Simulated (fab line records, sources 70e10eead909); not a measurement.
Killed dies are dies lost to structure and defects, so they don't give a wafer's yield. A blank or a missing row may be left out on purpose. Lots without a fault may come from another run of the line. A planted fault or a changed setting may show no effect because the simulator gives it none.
A struck lot beside a sound one | flow nand_harc | 17 steps out of a route of 1159
Sound: wafers L929.3, L929.4, L929.5. Struck: wafer L935.3. (L935.2, L935.5 of the same lot were not struck and are left out.) The cause comes at the end.
At each step with rows: each side's tool, then ch and its chambers, then its first start. Under that, the readings that differ: sound wafers | struck wafers | difference of the means | sigmas: that difference in standard deviations of wafers without a fault.
alike: readings whose means differ by less than 2 such deviations, and words and numbers that are the same on both sides. not compared: withheld readings, readings that some wafer has no value for, bounds like >300 that may hide the same value, and numbers for which the record gives no deviation and whose values overlap.
The two part at a step that has a row with sigmas, a row that says differs or no value, or rows on one side only. Numbers that don't overlap but have no deviation are shown without sigmas and don't part them. A reading that every wafer of one side lacks parts them only if that side has two wafers or more.

NHARC_P_M1_INSPECT_11:
  sound on defect_inspect-02, day 7 04:04; struck on defect_inspect-02, day 8 19:26
  alike: raw_defect_count
then, 2 steps without rows for these wafers: NHARC_P_M1_DESCUM_14 (chemistry O2, time 3 s); NHARC_P_M1_ETCH_35 (etches the open film in N2/H2, target depth 40 nm, overetch 12 nm, time 43.94 s).
NHARC_P_M1_ETCH_15: etches the open film in C4F8/Ar, target depth 182.5 nm, time 91.2 s.
  sound on rie_diel-09 ch 1,2,3; struck on rie_diel-09 ch 0
  alike: chamber_pressure_mTorr, oes_product_au, rf_vpp_V
  not compared: rf_hours_counter_h
NHARC_P_M1_CD_MEAS_16:
  sound on cd_sem-02, day 7 04:26; struck on cd_sem-01, day 8 19:48
  alike: cd_nm
then, 1 step without rows for these wafers: NHARC_P_M1_STRIP_18 (strips in N2/H2).
NHARC_P_M1_ETCH_28: etches the open film in CF4/N2, target depth 30 nm, time 72.99 s.
  sound on rie_diel-09 ch 0,3; struck on rie_diel-01 ch 0
  reading                         | sound          | struck | difference | sigmas
  showerhead_plenum_p_Torr (Torr) | 2.79 2.81 2.81 | 2.47   | -0.33      | -2
  alike: chamber_pressure_mTorr, drypump_motor_current_A, oes_product_au, rf_vpp_V, throttle_valve_pct
  not compared: rf_hours_counter_h
then, 1 step without rows for these wafers: NHARC_P_M1_STRIP_19 (strips in post etch residue remover, time 600 s).
NHARC_P_M1_DEGAS_29: time 60 s.
  sound on pvd_sputter-01, day 7 05:09; struck on pvd_sputter-03, day 8 20:31
  alike: heater_power_w
then, 2 steps without rows for these wafers: NHARC_P_M1_PRE_CLEAN_30 (time 30 s); NHARC_P_M1_PVD_20 (deposits TaN, target thk 5 nm, time 8.06 s).
NHARC_P_M1_PVD_21: deposits Cu, target thk 30 nm, time 20.49 s.
  sound on pvd_sputter-01; struck on pvd_sputter-03
  alike: chamber_pressure_pa, throttle_valve_pct
NHARC_P_M1_ECD_22: material Cu, target thk 400 nm.
  sound on ecd_cu-02 ch 0,1, day 7 05:36; struck on ecd_cu-01 ch 0,1, day 8 20:53
NHARC_P_M1_ANNEAL_31: time 90 s.
  sound on rtp_anneal-01 ch 0, day 7 05:59; struck on rtp_anneal-01 ch 0, day 8 21:19
  alike: anneal_temp_c, wafer_temp_C_max
NHARC_P_M1_CMP_23: polishes, t overpolish 20 s, target thk 157.82 nm.
  sound on cmp-04 ch 0,2, day 7 06:15; struck on cmp-03 ch 0, day 8 21:39
  reading                | sound          | struck | difference | sigmas
  motor_current_A (A)    | 10.3 11.6 11.0 | 14.7   | +3.7       | +2
  time_to_endpoint_s (s) | 29.2 29.0 29.4 | 11.8   | -17.4      | -10
NHARC_P_M1_THK_MEAS_24: measures by xrf.
  sound on film_metro-02, day 7 06:32; struck on film_metro-01, day 8 21:56
  alike: thk_nm
NHARC_END_SORT_01:
  the record has rows for the sound wafers here (prober-02 ch 0, day 19 23:02) and none for the struck ones

WHERE THEY PART
First at NHARC_P_M1_ETCH_28; last, within this record, at NHARC_END_SORT_01.

WHY: what the simulator had put in
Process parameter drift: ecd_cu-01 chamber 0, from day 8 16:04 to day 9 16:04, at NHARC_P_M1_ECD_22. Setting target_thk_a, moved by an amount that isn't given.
